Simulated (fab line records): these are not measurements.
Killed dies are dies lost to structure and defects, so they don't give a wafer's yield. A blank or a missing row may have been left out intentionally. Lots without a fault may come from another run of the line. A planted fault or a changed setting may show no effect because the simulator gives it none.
Split-lot study || flow n5-finfet || on a route of 1938 steps: 7 lots, 21 wafers read

## ABOUT THE SPLIT
At N5_FIN_SAQP_EXPOSE_13 (exposes mask FIN CORE, target cd 35.6 nm), the setting dose-mj was moved away from the recipe's 63.25 on 9 of the 21 wafers read, by -6.2% to +4.1%. All remaining wafers had this setting at the recipe value.

## FROM THE SPLIT TO THE READING: what the file shows between them, 2 steps
- N5_FIN_SAQP_PEB_14: peb time 60 s
- N5_FIN_SAQP_DEVELOP_15: develop time 30 s

## THE READING
cd-nm at N5_FIN_SAQP_CD_MEAS_16, given in nm (cd target 35.6 nm). A value of 35.6 nm with a standard deviation of 0.33 nm is what fault-free wafers of this fab line usually give.

{"wafer": "L083.2", "tool, chamber at the split": "arfi-scanner-01, 0", "dose-mj as run": 59.38, "against the recipe": "-6.1%", "cd-nm, nm": 37.8, "against lot-mates on the recipe": "+2.0"}
{"wafer": "L083.3", "tool, chamber at the split": "arfi-scanner-01, 0", "dose-mj as run": 63.25, "against the recipe": "recipe", "cd-nm, nm": 35.9, "against lot-mates on the recipe": "-"}
{"wafer": "L083.4", "tool, chamber at the split": "arfi-scanner-01, 0", "dose-mj as run": 63.25, "against the recipe": "recipe", "cd-nm, nm": 35.8, "against lot-mates on the recipe": "-"}
{"wafer": "L086.2", "tool, chamber at the split": "arfi-scanner-01, 0", "dose-mj as run": 63.25, "against the recipe": "recipe", "cd-nm, nm": 36.5, "against lot-mates on the recipe": "-"}
{"wafer": "L086.3", "tool, chamber at the split": "arfi-scanner-01, 0", "dose-mj as run": 63.25, "against the recipe": "recipe", "cd-nm, nm": 35.3, "against lot-mates on the recipe": "-"}
{"wafer": "L086.6", "tool, chamber at the split": "arfi-scanner-01, 0", "dose-mj as run": 63.25, "against the recipe": "recipe", "cd-nm, nm": 36.0, "against lot-mates on the recipe": "-"}
{"wafer": "L088.2", "tool, chamber at the split": "arfi-scanner-01, 0", "dose-mj as run": 63.25, "against the recipe": "recipe", "cd-nm, nm": 35.3, "against lot-mates on the recipe": "-"}
{"wafer": "L088.3", "tool, chamber at the split": "arfi-scanner-01, 0", "dose-mj as run": 61.45, "against the recipe": "-2.8%", "cd-nm, nm": 36.7, "against lot-mates on the recipe": "+1.4"}
{"wafer": "L088.6", "tool, chamber at the split": "arfi-scanner-01, 0", "dose-mj as run": 61.45, "against the recipe": "-2.8%", "cd-nm, nm": 36.3, "against lot-mates on the recipe": "+1.0"}
{"wafer": "L090.4", "tool, chamber at the split": "arfi-scanner-01, 0", "dose-mj as run": 63.25, "against the recipe": "recipe", "cd-nm, nm": 35.5, "against lot-mates on the recipe": "-"}
{"wafer": "L090.5", "tool, chamber at the split": "arfi-scanner-01, 0", "dose-mj as run": 63.25, "against the recipe": "recipe", "cd-nm, nm": 35.6, "against lot-mates on the recipe": "-"}
{"wafer": "L090.6", "tool, chamber at the split": "arfi-scanner-01, 0", "dose-mj as run": 63.25, "against the recipe": "recipe", "cd-nm, nm": 35.8, "against lot-mates on the recipe": "-"}
{"wafer": "L092.2", "tool, chamber at the split": "arfi-scanner-01, 0", "dose-mj as run": 63.25, "against the recipe": "recipe", "cd-nm, nm": 35.3, "against lot-mates on the recipe": "-"}
{"wafer": "L092.3", "tool, chamber at the split": "arfi-scanner-01, 0", "dose-mj as run": 64.99, "against the recipe": "+2.8%", "cd-nm, nm": 34.9, "against lot-mates on the recipe": -0.4}
{"wafer": "L092.5", "tool, chamber at the split": "arfi-scanner-01, 0", "dose-mj as run": 64.99, "against the recipe": "+2.8%", "cd-nm, nm": 34.9, "against lot-mates on the recipe": -0.4}
{"wafer": "L094.1", "tool, chamber at the split": "arfi-scanner-01, 0", "dose-mj as run": 59.35, "against the recipe": "-6.2%", "cd-nm, nm": 37.5, "against lot-mates on the recipe": "+1.8"}
{"wafer": "L094.2", "tool, chamber at the split": "arfi-scanner-01, 0", "dose-mj as run": 63.25, "against the recipe": "recipe", "cd-nm, nm": 35.7, "against lot-mates on the recipe": "-"}
{"wafer": "L094.3", "tool, chamber at the split": "arfi-scanner-01, 0", "dose-mj as run": 59.35, "against the recipe": "-6.2%", "cd-nm, nm": 37.5, "against lot-mates on the recipe": "+1.8"}
{"wafer": "L096.3", "tool, chamber at the split": "arfi-scanner-03, 0", "dose-mj as run": 65.84, "against the recipe": "+4.1%", "cd-nm, nm": 34.8, "against lot-mates on the recipe": -1.1}
{"wafer": "L096.4", "tool, chamber at the split": "arfi-scanner-03, 0", "dose-mj as run": 65.84, "against the recipe": "+4.1%", "cd-nm, nm": 34.6, "against lot-mates on the recipe": -1.3}
{"wafer": "L096.5", "tool, chamber at the split": "arfi-scanner-03, 0", "dose-mj as run": 63.25, "against the recipe": "recipe", "cd-nm, nm": 35.9, "against lot-mates on the recipe": "-"}

THE FIT
A straight line over all 21 wafers: cd-nm changes by -0.29 nm for each +1% of dose-mj; r = -0.95; the points scatter about the line by 0.29 nm.
The same after taking each lot's own level away (the mean of its wafers on the recipe; 21 wafers): -0.292 nm for each +1%; r = -0.96; scatter 0.27 nm.
Per that fit: largest dose-mj move, reading shift of 1.8 nm.
Measured against the standard deviation above, the lots' own levels, which go from 35.30 to 35.93 nm, span 1.9 times it.
Consequently the slope shifts little with the lot-to-lot level, the two slopes agreeing.
Check: with one of the wafers moved furthest among these (-6.2%) left out of the fit, the line predicts +1.91 nm for it against its lot-mates. Against them it came out at +1.8 nm.

## THESE WAFERS: OTHER SPLITS
Other splits were also applied to these wafers ahead of the reading. Each is held against what the fit with the lots' levels taken away leaves over:
{"other split on the same wafers": "N5_ZERO_LAYER_ETCH_18 bias-w", "wafers away from the commonest value": 8, "r with cd-nm (lot level and that fit taken away)": "+0.05"}
{"other split on the same wafers": "N5_FIN_SAQP_PECVD_06 time-s", "wafers away from the commonest value": 8, "r with cd-nm (lot level and that fit taken away)": "+0.21"}

## FILE'S OWN FIT
cd-nm changes by -0.301 nm for each +1% of dose-mj, r = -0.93.
